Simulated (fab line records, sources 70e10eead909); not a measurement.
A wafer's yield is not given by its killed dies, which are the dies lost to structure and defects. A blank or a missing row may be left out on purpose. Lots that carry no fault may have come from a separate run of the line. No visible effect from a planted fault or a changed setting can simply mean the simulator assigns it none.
fab line records	flow nandHarc
record lots=7	wafers=21	lastDay=32
route steps=1302 shown P_GATE@126 END@1302
lots that met no fault: taken from a fault-free run of the same line
startH: the number of hours between the record's first day and the start of the first shown wafer of the lot	waitH: time in hours since the lot's previous step	" unchanged from the row above	L1.1+2: several wafers, shown together as one row	- no value, or no start was given	* or withheld: withheld	< > ~ a bound
route shown NAME@n: a module of which the file shows steps, and the number in the route of the first	usual: average and standard deviation across the fault-free wafers	same: alike in all rows	chamber/n: place in a boat	sites: readings site by site	_std_site: the values' standard deviation	_edge_site: inner sites' mean taken away from outer sites' mean	radiusMm: for every site, how far away it sits from the centre of the wafer	mask NAME#n: copy n	behind: tool/chamber where the wafer was last shaped	hold: the reason the lot was held/the length of the hold in hours/how it ended	device: whichever transistor did not switch (one of n, p or np)	end of line: the same wafers' tests at the end of the route	a step given without rows: its recipe and nothing more	killed: count of dies lost to structure and defects at first sort (not the wafer's yield)	map: a wafer's dies, x killed, . not, _ none there
set.NAME: setting as actually run; set.NAME@STEP: the setting as run at that earlier step	model.NAME: the simulator's own value behind a step, which no gauge read
lots seen at some steps along the route; tables by step, rows by wafer
services: from which hour (startH, from the record's first day; less than 0 if before it) a tool's chamber was out of use, for how many hours, and why
## steps
# step NHARC_P_GATE_STRIP_15
# recipe timeS=780	tempC=130	chemistry=SPM
# step NHARC_P_GATE_PRECLEAN_71
# recipe timeS=*	tempC=50	bathAgeMin=0	chemistry=SC1
# step NHARC_P_GATE_SRD_72
# step NHARC_P_GATE_OXIDE_16
# recipe targetThkA=30	tempC=875	oxTimeS=392	material=SiO2
# step NHARC_P_GATE_CVD_17
# recipe targetThkA=1500	tempC=620	timeS=900	material=poly-Si
# step NHARC_P_GATE_HM_DEP_102
# recipe targetThkA=1200	tempC=400	material=aC
# usual throttleValvePct=35.001/0.0098
lot.wafer	tool	chamber	startH	waitH	throttleValvePct
L715.2	aclDep-03	0	143.82	0.5	34.982
L715.3	"	0	"	"	35.010
L715.5	"	0	"	"	35.008
L716.1	aclDep-01	0	151.81	0.4	34.994
L716.4	"	0	"	"	34.980
L716.6	"	0	"	"	35.006
L719.1	aclDep-03	0	186.56	3.0	34.997
L719.2	"	0	"	"	34.993
L719.5	"	0	"	"	34.996
L728.1	aclDep-01	0	272.88	0.4	35.011
L728.3	"	0	"	"	34.991
L728.5	"	0	"	"	34.999
L730.2	aclDep-02	0	294.89	0.6	35.012
L730.3	"	0	"	"	34.999
L730.6	"	0	"	"	34.996
L731.1	aclDep-01	0	306.45	1.8	34.994
L731.3	"	0	"	"	35.003
L731.6	"	0	"	"	34.994
L732.1	aclDep-02	0	318.42	0.4	34.991
L732.3	"	0	"	"	34.996
L732.5	"	0	"	"	35.002
# step NHARC_P_GATE_DEP_103
# recipe targetThkA=300	targetThkNm=30	tempC=400	flowSccm=200	rfW=350	material=SiON
# usual heaterPowerW=710/84
lot.wafer	tool	chamber	startH	waitH	heaterPowerW
L715.2	pecvd-04	1	144.37	0.4	761
L715.3	"	2	"	"	673
L715.5	"	2	"	"	647
L716.1	pecvd-03	2	152.53	0.6	820
L716.6	"	0	"	"	923
L716.4	"	2	"	"	825
L719.2	pecvd-02	0	187.23	0.5	818
L719.1	"	2	"	"	606
L719.5	"	2	"	"	594
L728.3	pecvd-02	0	273.54	0.3	840
L728.1	"	1	"	"	739
L728.5	"	1	"	"	725
L730.2	pecvd-02	2	295.49	0.5	633
L730.3	"	0	"	"	863
L730.6	"	2	"	"	653
L731.3	pecvd-04	2	307.12	0.3	609
L731.1	"	1	"	"	684
L731.6	"	0	"	"	669
L732.1	pecvd-02	2	319.11	0.6	663
L732.3	"	0	"	"	824
L732.5	"	0	"	"	804
# step NHARC_P_GATE_DEHYDRATE_18
# recipe tempC=150	timeS=120
# step NHARC_P_GATE_HMDS_19
# recipe timeS=30
# step NHARC_P_GATE_COAT_20
# recipe spinRpm=1500	resistThkNm=90
# step NHARC_P_GATE_SOFTBAKE_21
# recipe tempC=105	timeS=55
# step NHARC_P_GATE_EBR_22
# step NHARC_P_GATE_EXPOSE_23
# recipe na=1.35	targetCdNm=120	doseMj=93.91	maskId=P_GATE
# usual exposureDoseMJCm2=93.90/0.099
lot.wafer	tool	chamber	startH	waitH	mask	exposureDoseMJCm2
L715.2	arfiScanner-02	0	144.92	-	P_GATE#0	93.86
L715.3	"	0	"	"	P_GATE#0	93.92
L715.5	"	0	"	"	P_GATE#0	93.90
L716.1	arfiScanner-03	0	153.01	-	P_GATE#0	93.96
L716.4	"	0	"	"	P_GATE#0	93.92
L716.6	"	0	"	"	P_GATE#0	94.04
L719.1	arfiScanner-01	0	187.77	-	P_GATE#0	93.74
L719.2	"	0	"	"	P_GATE#0	93.79
L719.5	"	0	"	"	P_GATE#0	93.78
L728.1	arfiScanner-01	0	273.95	-	P_GATE#0	95.92
L728.3	"	0	"	"	P_GATE#0	95.89
L728.5	"	0	"	"	P_GATE#0	96.04
L730.2	arfiScanner-01	0	296.00	-	P_GATE#0	96.04
L730.3	"	0	"	"	P_GATE#0	96.04
L730.6	"	0	"	"	P_GATE#0	96.05
L731.1	arfiScanner-01	0	307.53	-	P_GATE#0	95.95
L731.3	"	0	"	"	P_GATE#0	95.81
L731.6	"	0	"	"	P_GATE#0	95.84
L732.1	arfiScanner-03	0	319.62	-	P_GATE#0	93.91
L732.3	"	0	"	"	P_GATE#0	93.91
L732.5	"	0	"	"	P_GATE#0	93.90
# step NHARC_P_GATE_PEB_24
# recipe pebTempC=100	pebTimeS=65
# step NHARC_P_GATE_DEVELOP_25
# recipe developTimeS=35	devTempC=23
# step NHARC_P_GATE_CD_MEAS_26
# recipe targetCdNm=120	landingEnergyEv=500
# usual cdNm=120.0/0.65
lot.wafer	tool	chamber	startH	waitH	cdNm
L715.2	cdSem-02	0	145.05	-	119.4
L715.3	"	0	"	"	119.0
L715.5	"	0	"	"	119.0
L716.1	cdSem-02	0	153.15	-	119.5
L716.4	"	0	"	"	119.5
L716.6	"	0	"	"	119.4
L719.1	cdSem-02	0	187.91	-	120.0
L719.2	"	0	"	"	120.2
L719.5	"	0	"	"	120.2
L728.1	cdSem-02	0	274.09	-	119.2
L728.3	"	0	"	"	119.4
L728.5	"	0	"	"	119.3
L730.2	cdSem-03	0	296.14	-	119.0
L730.3	"	0	"	"	118.9
L730.6	"	0	"	"	119.0
L731.1	cdSem-01	0	307.67	-	119.8
L731.3	"	0	"	"	119.8
L731.6	"	0	"	"	119.5
L732.1	cdSem-03	0	319.76	-	119.9
L732.3	"	0	"	"	119.5
L732.5	"	0	"	"	119.1
# step NHARC_P_GATE_OVL_MEAS_27
# usual overlayXNm=0.3/0.96	overlayYNm=0.2/0.82
lot.wafer	tool	chamber	startH	waitH	overlayXNm	overlayYNm
L715.2	overlay-01	-	145.14	-	-0.4	0.0
L715.3	"	-	"	"	-0.8	-0.2
L715.5	"	-	"	"	-0.1	-0.5
L716.1	overlay-02	-	153.24	-	-0.2	0.9
L716.4	"	-	"	"	0.3	1.2
L716.6	"	-	"	"	0.0	1.0
L719.1	overlay-01	-	188.00	-	1.3	-1.6
L719.2	"	-	"	"	0.2	-1.6
L719.5	"	-	"	"	1.3	-1.5
L728.1	overlay-02	-	274.18	-	2.4	0.4
L728.3	"	-	"	"	2.2	0.8
L728.5	"	-	"	"	2.8	1.0
L730.2	overlay-01	-	296.22	-	0.4	0.3
L730.3	"	-	"	"	0.3	0.1
L730.6	"	-	"	"	0.4	0.4
L731.1	overlay-02	-	307.76	-	-0.3	0.6
L731.3	"	-	"	"	-0.7	0.7
L731.6	"	-	"	"	-0.5	0.0
L732.1	overlay-01	-	319.85	-	-1.1	-0.8
L732.3	"	-	"	"	-1.3	-1.8
L732.5	"	-	"	"	-1.2	-0.9
# step NHARC_P_GATE_INSPECT_28
# usual rawDefectCount=6/3.1
lot.wafer	tool	chamber	startH	waitH	rawDefectCount
L715.2	defectInspect-02	-	145.18	0.0	2
L715.3	"	-	"	"	3
L715.5	"	-	"	"	4
L716.1	defectInspect-02	-	153.28	0.0	9
L716.4	"	-	"	"	10
L716.6	"	-	"	"	10
L719.1	defectInspect-01	-	188.03	0.0	5
L719.2	"	-	"	"	2
L719.5	"	-	"	"	5
L728.1	defectInspect-02	-	274.21	0.0	7
L728.3	"	-	"	"	7
L728.5	"	-	"	"	8
L730.2	defectInspect-02	-	296.26	0.0	4
L730.3	"	-	"	"	3
L730.6	"	-	"	"	4
L731.1	defectInspect-01	-	307.80	0.0	5
L731.3	"	-	"	"	5
L731.6	"	-	"	"	5
L732.1	defectInspect-02	-	319.89	0.0	6
L732.3	"	-	"	"	2
L732.5	"	-	"	"	3
# step NHARC_P_GATE_DESCUM_31
# recipe timeS=3	o2FlowSccm=200	arFlowSccm=0	biasPowerW=0	chemistry=O2
# usual drypumpMotorCurrentA=5.6/0.5	oesProductAu=1.003/0.0071	rfVppV=57.8/0.92	showerheadPlenumPTorr=1.92/0.076	throttleValvePct=11.310/0.0078
lot.wafer	tool	chamber	startH	waitH	drypumpMotorCurrentA	oesProductAu	rfHoursCounterH	rfVppV	showerheadPlenumPTorr	throttleValvePct	model.P_GATE.cdNm
L715.2	rieDiel-10	1	145.25	0.1	5.6	1.003	3.5	57.5	1.86	11.315	119.1
L715.3	"	2	"	"	6.4	1.013	6.3	57.3	1.95	11.305	118.2
L715.5	"	0	"	"	6.2	1.019	-	58.1	2.04	11.305	119.1
L716.1	rieDiel-10	0	153.35	0.1	6.2	1.003	5.7	59.2	2.04	11.321	119.4
L716.4	"	1	"	"	5.6	1.022	3.7	56.3	1.86	11.310	119.4
L716.6	"	3	"	"	5.2	1.001	-	57.5	1.97	11.303	119.2
L719.1	rieDiel-11	0	188.11	0.1	5.1	0.997	5.2	57.3	1.84	11.313	120.1
L719.2	"	1	"	"	4.9	0.988	4.5	57.9	1.91	11.312	120.4
L719.5	"	3	"	"	6.1	1.007	-	56.3	1.81	11.324	119.8
L728.3	rieDiel-11	1	274.28	0.1	4.9	1.018	0.2	57.7	1.91	11.308	119.3
L728.1	"	0	"	"	5.1	1.006	0.2	56.7	1.84	11.302	119.1
L728.5	"	2	"	"	5.9	1.011	-	58.7	1.93	11.319	119.4
L730.3	rieDiel-11	0	296.32	0.1	5.1	1.002	0.6	58.6	1.84	11.313	118.9
L730.2	"	1	"	"	4.9	1.006	0.6	57.5	1.91	11.309	119.2
L730.6	"	1	"	"	5.0	1.007	-	57.4	1.91	11.301	119.1
L731.3	rieDiel-11	1	307.87	0.1	4.9	1.003	0.8	56.1	1.91	11.318	120
L731.1	"	3	"	"	6.0	1.004	0.9	57.7	1.81	11.322	119.4
L731.6	"	0	"	"	5.1	1.008	-	56.7	1.84	11.305	119.3
L732.3	rieDiel-10	0	319.96	0.1	6.2	1.011	6.6	58.0	2.03	11.317	119.6
L732.1	"	1	"	"	5.6	1.011	7.2	58.5	1.85	11.308	120.2
L732.5	"	3	"	"	5.2	1.002	-	57.6	1.97	11.312	119.1
# step NHARC_P_GATE_ETCH_104
# recipe targetDepthA=600	timeS=withheld	cf4FlowSccm=100	chf3FlowSccm=30	arFlowSccm=0	rfW=500	biasW=200	chemistry=CF4/CHF3
# usual drypumpMotorCurrentA=5.6/0.49	oesProductAu=0.953/0.019	rfVppV=370.8/2.1	showerheadPlenumPTorr=1.58/0.059	throttleValvePct=16.803/0.0086
lot.wafer	tool	chamber	startH	waitH	drypumpMotorCurrentA	oesProductAu	rfVppV	showerheadPlenumPTorr	throttleValvePct	model.P_GATE.cdNm
L715.2	rieDiel-10	0	145.32	0.1	6.2	0.941	373.8	1.67	16.814	119.7
L715.3	"	3	"	"	5.1	0.933	371.4	1.62	16.805	118.8
L715.5	"	0	"	"	6.2	0.938	372.5	1.67	16.805	119.8
L716.1	rieDiel-10	3	153.43	0.1	5.1	0.946	373.0	1.62	16.815	119.9
L716.4	"	0	"	"	6.2	0.964	373.1	1.67	16.803	119.7
L716.6	"	2	"	"	6.4	0.957	371.5	1.60	16.811	119.7
L719.1	rieDiel-11	3	188.18	0.1	6.1	0.957	368.7	1.49	16.792	120.5
L719.2	"	2	"	"	6.0	0.937	371.1	1.59	16.815	120.7
L719.5	"	0	"	"	5.1	0.950	368.7	1.51	16.786	120
L728.1	rieDiel-11	1	274.37	0.1	5.0	0.971	369.6	1.57	16.794	119.2
L728.3	"	3	"	"	6.1	0.979	367.5	1.49	16.786	119.4
L728.5	"	0	"	"	5.1	0.989	369.8	1.51	16.820	119.6
L730.3	rieDiel-11	1	296.41	0.1	4.9	0.967	371.2	1.57	16.797	118.9
L730.2	"	3	"	"	6.1	0.978	368.1	1.49	16.823	119.3
L730.6	"	1	"	"	4.9	0.971	370.7	1.57	16.820	119.3
L731.1	rieDiel-11	0	307.95	0.1	5.1	0.931	370.1	1.51	16.807	119.8
L731.3	"	1	"	"	5.0	0.930	370.0	1.57	16.792	120.4
L731.6	"	1	"	"	4.9	0.935	370.5	1.57	16.797	119.6
L732.3	rieDiel-10	1	320.03	0.1	5.6	0.932	368.6	1.53	16.797	119.7
L732.1	"	2	"	"	6.4	0.927	372.2	1.60	16.794	120.6
L732.5	"	1	"	"	5.6	0.935	367.0	1.53	16.796	119.3
# step NHARC_P_GATE_HM_OPEN_105
# recipe targetDepthA=3600	o2FlowSccm=400	cosFlowSccm=20	arFlowSccm=0	rfW=500	biasW=300	chemistry=O2/COS
# usual drypumpMotorCurrentA=5.6/0.48	oesProductAu=1.002/0.0068	rfVppV=467.3/2.7	showerheadPlenumPTorr=3.13/0.12	throttleValvePct=28.330/0.01
lot.wafer	tool	chamber	startH	waitH	drypumpMotorCurrentA	oesProductAu	rfHoursCounterH	rfVppV	showerheadPlenumPTorr	throttleValvePct
L715.3	rieDiel-10	2	-	-	6.4	1.016	6.3	468.0	3.18	28.349
L715.2	"	0	"	"	6.2	1.014	5.5	470.5	3.31	28.339
L715.5	"	3	"	"	5.1	1.007	-	468.6	3.21	28.353
L716.4	rieDiel-10	0	-	-	6.2	1.010	5.7	470.3	3.31	28.333
L716.1	"	3	"	"	5.2	0.999	5.9	468.8	3.21	28.322
L716.6	"	1	"	"	5.6	1.008	-	466.3	3.03	28.338
L719.2	rieDiel-11	1	-	-	4.9	0.996	4.5	466.3	3.12	28.324
L719.1	"	2	"	"	5.9	0.996	3.7	468.4	3.15	28.350
L719.5	"	2	"	"	5.9	0.994	-	468.7	3.15	28.338
L728.3	rieDiel-11	3	-	-	6.1	1.005	0.3	464.7	2.96	28.342
L728.1	"	0	"	"	5.2	1.000	0.3	465.7	3.00	28.324
L728.5	"	1	"	"	5.0	1.013	-	468.0	3.12	28.307
L730.2	rieDiel-11	3	-	-	6.0	1.006	0.6	463.6	2.96	28.322
L730.3	"	1	"	"	4.9	0.999	0.6	467.3	3.12	28.330
L730.6	"	3	"	"	6.0	1.001	-	462.8	2.96	28.327
L731.1	rieDiel-11	0	-	-	5.1	1.010	0.9	462.0	3.00	28.310
L731.3	"	1	"	"	4.9	1.005	0.8	467.7	3.12	28.321
L731.6	"	0	"	"	5.1	1.002	-	465.1	3.00	28.353
L732.1	rieDiel-10	1	-	-	5.6	1.005	7.3	466.3	3.03	28.311
L732.3	"	2	"	"	6.4	1.001	7.1	468.5	3.17	28.319
L732.5	"	1	"	"	5.6	1.000	-	465.7	3.03	28.324
# step NHARC_END_SORT_01
# recipe tempC=25
# usual killedAtArray=56/20	killedAtOther=1/1.3	killedAtPeriphery=3.5/2.7	killedDies=60/20	killedOpen=3.3/1.6	killedShort=2.4/1.5
# same grossDies=677
lot.wafer	tool	chamber	startH	waitH	killedAtArray	killedAtOther	killedAtPeriphery	killedDies	killedOpen	killedShort
L715.2	prober-02	0	611.27	2.8	53	0	2	55	0	3
L715.3	prober-02	0	612.07	3.1	31	0	1	32	1	1
L715.5	prober-02	0	613.66	3.7	27	0	1	28	1	2
L716.1	prober-01	0	618.88	2.4	63	0	6	69	5	3
L716.4	prober-01	0	621.25	3.4	51	2	4	57	3	1
L716.6	prober-01	0	622.83	4.0	51	0	2	53	5	1
L719.1	prober-02	0	647.23	2.5	59	1	1	61	2	2
L719.2	prober-02	0	648.04	2.8	57	0	3	60	2	1
L719.5	prober-02	0	650.45	3.7	50	0	3	53	1	4
L728.1	prober-02	0	729.71	2.5	21	0	4	25	6	2
L728.3	prober-02	0	731.31	3.1	39	0	2	41	3	4
L728.5	prober-02	0	732.92	3.7	28	0	3	31	3	4
L731.1	prober-02	0	771.30	2.5	34	3	1	38	2	2
L731.3	prober-02	0	772.89	3.1	33	1	3	37	1	1
L731.6	prober-02	0	775.28	4.0	52	7	2	61	5	6
# killed by level:class
L715.2 A_CHANNEL_HOLE_D2:chamberFilmFlake=25 A_CHANNEL_HOLE_D1:chamberFilmFlake=20 A_DECK1_JOINT:chamberFilmFlake=2 A_CHANNEL_HOLE_D1:geometricParticle:short=1 A_CHANNEL_FILL_D1:geometricParticle:short=1 A_M0:geometricParticle:short=1 P_GATE:chamberFilmFlake=1 P_M0:chamberFilmFlake=1
L715.3 A_CHANNEL_HOLE_D1:chamberFilmFlake=14 A_CHANNEL_HOLE_D2:chamberFilmFlake=10 A_CHANNEL_FILL_D1:chamberFilmFlake=3 A_CONTACT:chamberFilmFlake=2 P_CONTACT:geometricParticle:open=1 A_ONON_D1:geometricParticle:short=1 A_STAIRCASE:chamberFilmFlake=1
L715.5 A_CHANNEL_HOLE_D2:chamberFilmFlake=9 A_CHANNEL_HOLE_D1:chamberFilmFlake=9 A_CHANNEL_FILL_D1:chamberFilmFlake=3 A_CONTACT:chamberFilmFlake=2 P_GATE:geometricParticle:open=1 A_CHANNEL_FILL_D1:geometricParticle:short=1 A_CHANNEL_HOLE_D2:geometricParticle:short=1 A_STAIRCASE:chamberFilmFlake=1
L716.1 A_SLIT:chamberFilmFlake=24 A_CHANNEL_HOLE_D2:chamberFilmFlake=14 A_CONTACT:chamberFilmFlake=8 A_CHANNEL_HOLE_D1:chamberFilmFlake=5 P_CONTACT:geometricParticle:open=2 A_ZERO_WELL:chamberFilmFlake=2 A_M1:chamberFilmFlake=2 A_ONON_D1:geometricParticle:short=1
L716.4 A_SLIT:chamberFilmFlake=19 A_CONTACT:chamberFilmFlake=12 A_CHANNEL_HOLE_D2:chamberFilmFlake=9 A_M1:chamberFilmFlake=6 A_CHANNEL_HOLE_D1:chamberFilmFlake=3 P_M0:geometricParticle:open=1 A_SOURCE_PLATE:geometricParticle:short=1 A_CHANNEL_FILL_D2:geometricParticle:open=1
L716.6 A_SLIT:chamberFilmFlake=27 A_CHANNEL_HOLE_D2:chamberFilmFlake=8 A_CONTACT:chamberFilmFlake=5 A_ONON_D1:geometricParticle:open=2 A_ZERO_WELL:chamberFilmFlake=2 A_M1:chamberFilmFlake=2 A_CHANNEL_FILL_D1:geometricParticle:short=1 A_ONON_D2:geometricParticle:open=1
L719.1 A_SLIT:chamberFilmFlake=23 A_CHANNEL_HOLE_D2:chamberFilmFlake=13 A_CHANNEL_HOLE_D1:chamberFilmFlake=9 A_CONTACT:chamberFilmFlake=7 A_CHANNEL_FILL_D1:chamberFilmFlake=2 A_STAIRCASE:chamberFilmFlake=2 A_CHANNEL_HOLE_D1:geometricParticle:short=1 A_CHANNEL_FILL_D2:geometricParticle:open=1
L719.2 A_SLIT:chamberFilmFlake=24 A_CHANNEL_HOLE_D2:chamberFilmFlake=19 A_CHANNEL_HOLE_D1:chamberFilmFlake=4 P_BONDPAD:chamberFilmFlake=3 A_CONTACT:chamberFilmFlake=3 A_STAIRCASE:chamberFilmFlake=2 A_WL_FILL:chamberFilmFlake=2 A_CHANNEL_FILL_D1:geometricParticle:open=1
L719.5 A_SLIT:chamberFilmFlake=25 A_CHANNEL_HOLE_D2:chamberFilmFlake=9 P_BONDPAD:chamberFilmFlake=3 A_CHANNEL_FILL_D1:chamberFilmFlake=3 A_CHANNEL_FILL_D1:geometricParticle:short=2 A_CHANNEL_HOLE_D1:chamberFilmFlake=2 A_STAIRCASE:chamberFilmFlake=2 A_CHANNEL_HOLE_D1:geometricParticle:short=1
L728.1 A_CHANNEL_HOLE_D1:chamberFilmFlake=7 A_STAIRCASE:chamberFilmFlake=6 P_GATE:geometricParticle:open=1 P_M0:geometricParticle:open=1 A_ONON_D2:geometricParticle:open=1 A_STAIRCASE:geometricParticle:open=1 A_SGD_CUT:geometricParticle:short=1 A_WL_FILL:geometricParticle:short=1
L728.3 A_CHANNEL_HOLE_D1:chamberFilmFlake=16 A_STAIRCASE:chamberFilmFlake=4 A_BLC:chamberFilmFlake=4 A_CONTACT:chamberFilmFlake=3 A_BLC:geometricParticle:open=2 A_SLIT:chamberFilmFlake=2 P_STI:geometricParticle:short=1 A_CHANNEL_FILL_D1:geometricParticle:short=1
L728.5 A_CHANNEL_HOLE_D1:chamberFilmFlake=14 P_GATE:chamberFilmFlake=2 A_STAIRCASE:chamberFilmFlake=2 A_SLIT:chamberFilmFlake=2 A_CONTACT:chamberFilmFlake=2 P_GATE:geometricParticle:open=1 A_CHANNEL_FILL_D1:geometricParticle:short=1 A_DECK1_JOINT:geometricParticle:short=1
L731.1 A_CHANNEL_HOLE_D1:chamberFilmFlake=13 A_SLIT:chamberFilmFlake=11 A_CONTACT:chamberFilmFlake=4 THIN_TSV:chamberFilmFlake=3 A_CHANNEL_HOLE_D2:chamberFilmFlake=2 A_SOURCE_PLATE:geometricParticle:short=1 A_CHANNEL_FILL_D2:geometricParticle:open=1 A_CONTACT:geometricParticle:open=1
L731.3 A_CHANNEL_HOLE_D1:chamberFilmFlake=13 A_CONTACT:chamberFilmFlake=10 A_SLIT:chamberFilmFlake=6 P_STI:chamberFilmFlake=2 A_DECK1_JOINT:chamberFilmFlake=2 A_CHANNEL_FILL_D1:geometricParticle:short=1 P_ZERO_WELL:chamberFilmFlake=1 STARTING-WAFER:geometricParticle:open=1
L731.6 A_CHANNEL_HOLE_D1:chamberFilmFlake=19 A_SLIT:chamberFilmFlake=12 A_CONTACT:chamberFilmFlake=9 THIN_TSV:chamberFilmFlake=5 A_DECK1_JOINT:chamberFilmFlake=3 A_CHANNEL_HOLE_D2:geometricParticle:short=2 A_WL_FILL:geometricParticle:short=2 STARTING-WAFER:geometricParticle:open=2
## services
tool	chamber	startH	hours	kind
arfiScanner-02	-	124.61	3.1	repair
rieDiel-11	2	126.05	7.7	repair
arfiScanner-02	-	140.00	4.0	pm
arfiScanner-03	-	179.74	0.2	repair
rieDiel-10	2	182.30	7.7	repair
pecvd-03	-	185.01	13.0	pm
aclDep-01	-	190.37	13.0	pm
arfiScanner-03	-	196.01	4.0	pm
arfiScanner-01	-	196.84	0.8	repair
pecvd-02	-	227.16	13.0	pm
rieDiel-11	3	235.76	19.0	repair
rieDiel-10	-	242.50	9.0	pm
aclDep-02	-	243.37	13.0	pm
arfiScanner-02	-	246.47	2.8	repair
arfiScanner-01	-	252.00	4.0	pm
rieDiel-11	-	255.50	9.0	pm
pecvd-04	-	269.20	13.0	pm
pecvd-03	-	270.05	1.9	repair
rieDiel-11	-	277.05	0.4	repair
rieDiel-10	3	278.53	4.3	repair
arfiScanner-01	-	280.99	1.0	repair
pecvd-04	1	282.62	10.5	repair
aclDep-02	-	296.62	0.3	repair
aclDep-03	-	298.38	13.0	pm
## key
firstSign step=NHARC_P_GATE_EXPOSE_23	reading=exposureDoseMJCm2	direction=up	sigmas=21	usual=93.90	struck=95.95
effect none on later readings
modelEffect step=NHARC_P_GATE_DESCUM_31	value=P_GATE.cdNm	without=120.6	struck=119.3
modelEffect step=NHARC_P_GATE_ETCH_104	value=P_GATE.cdNm	without=120.8	struck=119.5
metAt NHARC_P_GATE_EXPOSE_23
struckWafers L728.1,L728.3,L728.5,L730.2,L730.3,L730.6,L731.1,L731.3,L731.6
testerLeftOut L728,L730,L731
onsetBetween 187.77 273.95
fault kind=processParameterDrift	tool=arfiScanner-01	chamber=-	onsetH=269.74	steps=NHARC_P_GATE_EXPOSE_23	channel=doseMj	offset=2.0325	shape=step	actsIn=theseRecipesOnly	stated=93.91
# testerLeftOut: of these lots the tester's yield and bins aren't shown, on N5 and GAA mostly nor the transistor test; their killed dies are dies lost to structure and defects alone, not to doping, threshold or leakage, so they don't give the yield
